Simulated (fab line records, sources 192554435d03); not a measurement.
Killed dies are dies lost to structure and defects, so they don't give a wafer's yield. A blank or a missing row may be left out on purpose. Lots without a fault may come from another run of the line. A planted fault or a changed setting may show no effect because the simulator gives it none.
Which tool did it? | flow n5_finfet | 9 lots, 27 wafers sampled, at 6 steps of a route of 1938

WHAT THE GAUGES READ, wafer by wafer
N5_BEOL_M4_RC_MEAS_101. Usual: DIBL_N 36.4 mV/V, standard deviation 1.5; DIBL_P 36.6 mV/V, standard deviation 1.9; IOFF_N 0.155 nA/um, standard deviation 0.021; IOFF_P 0.211 nA/um, standard deviation 0.028; ION_N 671 uA/um, standard deviation 8.6; ION_P 462 uA/um, standard deviation 5.8; SS_N 71.5 mV/dec, standard deviation 0.5; SS_P 73.4 mV/dec, standard deviation 0.58; VT_N 250.1 mV, standard deviation 2.4; VT_P -250.1 mV, standard deviation 3.
lot  | measured     | on        | DIBL_N (mV/V)  | DIBL_P (mV/V)  | IOFF_N (nA/um)    | IOFF_P (nA/um)    | ION_N (uA/um) | ION_P (uA/um) | SS_N (mV/dec)  | SS_P (mV/dec)  | VT_N (mV)         | VT_P (mV)            | flag
L464 | day 7 23:52  | prober-02 | 35.7 35.3 35.8 | 35.0 35.4 34.5 | 0.134 0.138 0.142 | 0.193 0.200 0.189 | 674 667 685   | 457 464 461   | 71.2 71.4 71.5 | 72.5 72.0 72.8 | 250.6 248.9 250.2 | -250.8 -251.9 -252.8 |
L468 | day 8 18:59  | prober-02 | 35.9 34.8 36.2 | 35.7 34.6 35.7 | 0.146 0.130 0.145 | 0.173 0.158 0.171 | 668 665 664   | 450 448 456   | 71.1 70.9 70.9 | 73.6 73.4 73.4 | 250.3 251.9 248.6 | -254.6 -256.9 -255.1 |
L469 | day 8 22:37  | prober-01 | 34.9 34.0 33.9 | 34.8 33.9 33.5 | 0.137 0.129 0.126 | 0.224 0.204 0.202 | 657 661 660   | 464 463 466   | 70.6 70.9 71.0 | 72.8 72.6 72.7 | 254.1 256.0 249.6 | -246.3 -251.0 -251.1 |
L470 | day 9 15:51  | prober-02 | 36.5 34.8 36.1 | 36.7 33.9 36.1 | 0.155 0.126 0.144 | 0.208 0.179 0.205 | 673 664 669   | 460 459 462   | 71.6 71.2 71.3 | 73.4 72.0 73.7 | 250.9 250.4 252.1 | -250.0 -253.1 -252.4 |
L472 | day 9 22:48  | prober-01 | 35.8 37.2 34.7 | 36.1 38.0 35.6 | 0.159 0.187 0.134 | 0.205 0.236 0.195 | 677 683 658   | 461 462 456   | 71.3 71.7 70.5 | 73.3 73.5 73.3 | 249.3 245.6 251.4 | -251.5 -248.7 -252.2 |
L473 | day 10 08:18 | prober-02 | 37.3 36.9 38.4 | 36.8 34.5 37.2 | 0.157 0.142 0.170 | 0.208 0.175 0.222 | 676 670 679   | 460 454 466   | 71.5 71.5 71.0 | 73.1 72.3 73.1 | 250.6 249.8 250.6 | -246.9 -251.8 -248.8 |
L477 | day 11 04:31 | prober-01 | 36.8 36.4 37.2 | 35.7 34.3 35.9 | 0.153 0.132 0.162 | 0.200 0.178 0.203 | 669 669 672   | 461 457 461   | 71.3 71.5 72.4 | 73.3 72.7 72.8 | 250.2 254.0 247.5 | -250.9 -251.9 -250.6 |
L478 | day 11 04:29 | prober-02 | 36.9 36.0 34.8 | 36.7 35.0 33.6 | 0.175 0.158 0.136 | 0.236 0.202 0.183 | 675 670 655   | 459 460 455   | 70.7 71.4 71.3 | 73.8 73.5 72.8 | 246.6 248.5 252.5 | -248.5 -249.7 -252.3 |
L487 | day 13 20:34 | prober-02 | 37.5 36.8 38.2 | 37.3 37.3 38.1 | 0.160 0.155 0.175 | 0.168 0.173 0.183 | 675 675 691   | 452 458 461   | 72.1 70.9 71.8 | 73.6 73.6 73.1 | 248.8 248.2 247.3 | -257.4 -256.5 -256.1 |

WHICH TOOL RAN EACH LOT (tool, then ch and the chambers of the sampled wafers, then the start)
lot  | N5_HKMG_FIN_ALD_72            | N5_HKMG_FIN_CMP_94           | N5_GATE_CUT_STRIP_59              | N5_GATE_CUT_COAT_27               | N5_GATE_CUT_ETCH_28
L464 | cvd_w-02 ch 0,1, day 4 08:18  | cmp-01 ch 0,1,3, day 4 08:59 | rie_diel-03 ch 1,2,3, day 4 09:38 | litho_track-03 ch 0, day 4 12:32  | rie_diel-02 ch 1,2,3, day 4 12:57
L468 | cvd_w-01 ch 0,1, day 5 11:00  | cmp-03 ch 1,2,3, day 5 11:41 | rie_diel-03 ch 0,2,3, day 5 12:21 | litho_track-01 ch 0, day 5 15:14  | rie_diel-05 ch 1,2,3, day 5 15:40
L469 | cvd_w-02 ch 0,1, day 5 21:26  | cmp-03 ch 0,2,3, day 5 22:05 | rie_diel-02 ch 0,2,3, day 5 22:44 | litho_track-05 ch 0, day 6 01:38  | rie_diel-02 ch 0,2,3, day 6 02:25
L470 | cvd_w-01 ch 0,1, day 5 22:41  | cmp-04 ch 0,2,3, day 5 23:23 | rie_diel-05 ch 0,3, day 6 00:00   | litho_track-05 ch 0, day 6 03:08  | rie_diel-02 ch 0,1, day 6 03:34
L472 | cvd_w-01 ch 0,1, day 6 09:49  | cmp-04 ch 2,3, day 6 10:29   | rie_diel-05 ch 0,3, day 6 11:08   | litho_track-05 ch 0, day 6 14:01  | rie_diel-03 ch 0,1,2, day 6 14:34
L473 | cvd_w-02 ch 0,1, day 6 16:00  | cmp-04 ch 1,2, day 6 16:39   | rie_diel-03 ch 2,3, day 6 17:19   | litho_track-01 ch 0, day 6 20:11  | rie_diel-05 ch 0,1, day 6 20:41
L477 | cvd_w-02 ch 0,1, day 7 14:09  | cmp-04 ch 0,1,3, day 7 14:50 | rie_diel-05 ch 0,2,3, day 7 15:26 | litho_track-05 ch 0, day 7 18:29  | rie_diel-02 ch 0,2,3, day 7 19:01
L478 | cvd_w-01 ch 0,1, day 7 22:07  | cmp-04 ch 0,1,2, day 7 22:48 | rie_diel-02 ch 0,2,3, day 7 23:28 | litho_track-05 ch 0, day 8 02:22  | rie_diel-02 ch 0,1,3, day 8 02:47
L487 | cvd_w-01 ch 0,1, day 10 01:41 | cmp-01 ch 0,2, day 10 02:20  | rie_diel-05 ch 1,3, day 10 02:58  | litho_track-01 ch 0, day 10 05:53 | rie_diel-02 ch 0,1, day 10 06:19
- N5_HKMG_FIN_ALD_72: deposits W, target thk 2 nm, pulse time 1 s, purge time 2 s.
- N5_HKMG_FIN_CMP_94: polishes, stops on SiNx, t overpolish 4.7 s, target thk 43.299 nm.
- N5_GATE_CUT_STRIP_59: strips in N2/H2, time 20 s.
- N5_GATE_CUT_COAT_27: time 60 s, resist thk 10 nm.
- N5_GATE_CUT_ETCH_28: etches underlayer in N2/H2, target depth 13 nm, time 10.4 s.

WHAT THE TOOLS THEMSELVES READ (means of the sampled wafers that have a number; where no wafer has one, the mark that the record gives instead)
N5_HKMG_FIN_ALD_72. Usual: chamber_pressure_Torr 7.498 Torr, standard deviation 0.016; heater_power_w 478 W, standard deviation 31; precursor_pulse_height_rel 1.000, standard deviation 0.019.
lot  | tool     | chamber_pressure_Torr (Torr) | heater_power_w (W) | precursor_pulse_height_rel | flag
L464 | cvd_w-02 | 7.486                        | 455                | 1.003                      |
L468 | cvd_w-01 | 7.491                        | 502                | 1.016                      |
L469 | cvd_w-02 | 7.499                        | 451                | 0.990                      |
L470 | cvd_w-01 | 7.506                        | 501                | 0.989                      |
L472 | cvd_w-01 | 7.508                        | 503                | 1.021                      |
L473 | cvd_w-02 | 7.483                        | 447                | 0.992                      |
L477 | cvd_w-02 | 7.495                        | 454                | 1.020                      |
L478 | cvd_w-01 | 7.500                        | 498                | 0.991                      |
L487 | cvd_w-01 | 7.506                        | 517                | 1.001                      |

N5_HKMG_FIN_CMP_94. Usual: motor_current_A 11.7 A, standard deviation 1.5.
lot  | tool   | motor_current_A (A) | flag
L464 | cmp-01 | 11.6                |
L468 | cmp-03 | 12.3                |
L469 | cmp-03 | 11.8                |
L470 | cmp-04 | 12.3                |
L472 | cmp-04 | 13.1                |
L473 | cmp-04 | 13.2                |
L477 | cmp-04 | 11.0                |
L478 | cmp-04 | 11.7                |
L487 | cmp-01 | 13.3                |

N5_GATE_CUT_STRIP_59. Usual: drypump_motor_current_A 5.6 A, standard deviation 0.41; oes_product_au 0.79 a.u., standard deviation 0.087; rf_vpp_V 45.5 V, standard deviation 0.86; showerhead_plenum_p_Torr 3.40 Torr, standard deviation 0.1; throttle_valve_pct 12.1 %, standard deviation 0.3.
lot  | tool        | drypump_motor_current_A (A) | oes_product_au (a.u.) | rf_vpp_V (V) | showerhead_plenum_p_Torr (Torr) | throttle_valve_pct (%) | flag
L464 | rie_diel-03 | 5.2                         | 0.75                  | 45.7         | 3.41                            | 12.2                   |
L468 | rie_diel-03 | 5.2                         | 0.75                  | 45.6         | 3.42                            | 12.3                   |
L469 | rie_diel-02 | 5.6                         | 0.84                  | 45.3         | 3.49                            | 12.0                   |
L470 | rie_diel-05 | 5.8                         | 0.74                  | 45.3         | 3.28                            | 12.4                   |
L472 | rie_diel-05 | 6.1                         | 0.72                  | 44.7         | 3.31                            | 12.5                   |
L473 | rie_diel-03 | 5.2                         | 0.70                  | 45.1         | 3.39                            | 12.3                   |
L477 | rie_diel-05 | 6.1                         | 0.71                  | 45.6         | 3.26                            | 12.5                   |
L478 | rie_diel-02 | 5.6                         | 0.81                  | 45.5         | 3.48                            | 12.0                   |
L487 | rie_diel-05 | 5.2                         | 0.72                  | 45.3         | 3.39                            | 12.3                   |

N5_GATE_CUT_COAT_27. Usual: spin_speed_rpm 1499.9 rpm, standard deviation 0.88.
lot  | tool           | spin_speed_rpm (rpm) | flag
L464 | litho_track-03 | 1498.9               |
L468 | litho_track-01 | 1500.2               |
L469 | litho_track-05 | 1500.5               |
L470 | litho_track-05 | 1499.6               |
L472 | litho_track-05 | 1499.1               |
L473 | litho_track-01 | 1499.1               |
L477 | litho_track-05 | 1583.7               | OFF
L478 | litho_track-05 | 1585.1               | OFF
L487 | litho_track-01 | 1499.4               |

N5_GATE_CUT_ETCH_28. Usual: drypump_motor_current_A 5.6 A, standard deviation 0.42; etch_rf_on_time_s 10.35 s, standard deviation 0.11; oes_product_au 0.68 a.u., standard deviation 0.067; rf_vpp_V 525.0 V, standard deviation 2.2; showerhead_plenum_p_Torr 2.57 Torr, standard deviation 0.074; throttle_valve_pct 17.76 %, standard deviation 0.28.
lot  | tool        | drypump_motor_current_A (A) | etch_rf_on_time_s (s) | oes_product_au (a.u.) | rf_vpp_V (V) | showerhead_plenum_p_Torr (Torr) | throttle_valve_pct (%) | flag
L464 | rie_diel-02 | 5.5                         | 10.25                 | 0.71                  | 526.6        | 2.60                            | 17.74                  |
L468 | rie_diel-05 | 5.6                         | 10.47                 | 0.63                  | 523.0        | 2.50                            | 17.95                  |
L469 | rie_diel-02 | 5.6                         | 10.26                 | 0.71                  | 525.6        | 2.63                            | 17.63                  |
L470 | rie_diel-02 | 5.7                         | 10.24                 | 0.80                  | 527.1        | 2.67                            | 17.28                  |
L472 | rie_diel-03 | 5.2                         | 10.37                 | 0.66                  | 525.6        | 2.58                            | 17.83                  |
L473 | rie_diel-05 | 5.5                         | 10.49                 | 0.61                  | 525.7        | 2.59                            | 17.89                  |
L477 | rie_diel-02 | 5.6                         | 10.00                 | 0.70                  | 526.5        | 2.62                            | 17.65                  | OFF
L478 | rie_diel-02 | 5.7                         | 9.95                  | 0.73                  | 527.1        | 2.64                            | 17.50                  | OFF
L487 | rie_diel-02 | 5.6                         | 10.47                 | 0.73                  | 526.3        | 2.62                            | 17.47                  |

THE ANSWER, worked out from the rows above alone
Rule: a lot is off if the mean of its wafers that have a number lies more than 3 standard deviations from the usual mean. A lot without any number at a reading at which 4 lots or more have one is off too. The other lots that the step has rows for count as sound. The gauges are gone through in route order, then the tools' own readings, and for those a lot's mean is taken as printed above. The first step at which some lot is off is used, and at that step the reading that is off furthest; a lot without a number counts as furthest.
Off: L477, L478, at N5_GATE_CUT_COAT_27 (spin_speed_rpm).
A tool fits if, at that step or a process step before it, it ran every lot that is off, and no sound lot after the first of them. Can't be told from this: 2 tools fit, cmp-04 at N5_HKMG_FIN_CMP_94, litho_track-05 at N5_GATE_CUT_COAT_27.

WHAT THE SIMULATOR HAD PUT IN
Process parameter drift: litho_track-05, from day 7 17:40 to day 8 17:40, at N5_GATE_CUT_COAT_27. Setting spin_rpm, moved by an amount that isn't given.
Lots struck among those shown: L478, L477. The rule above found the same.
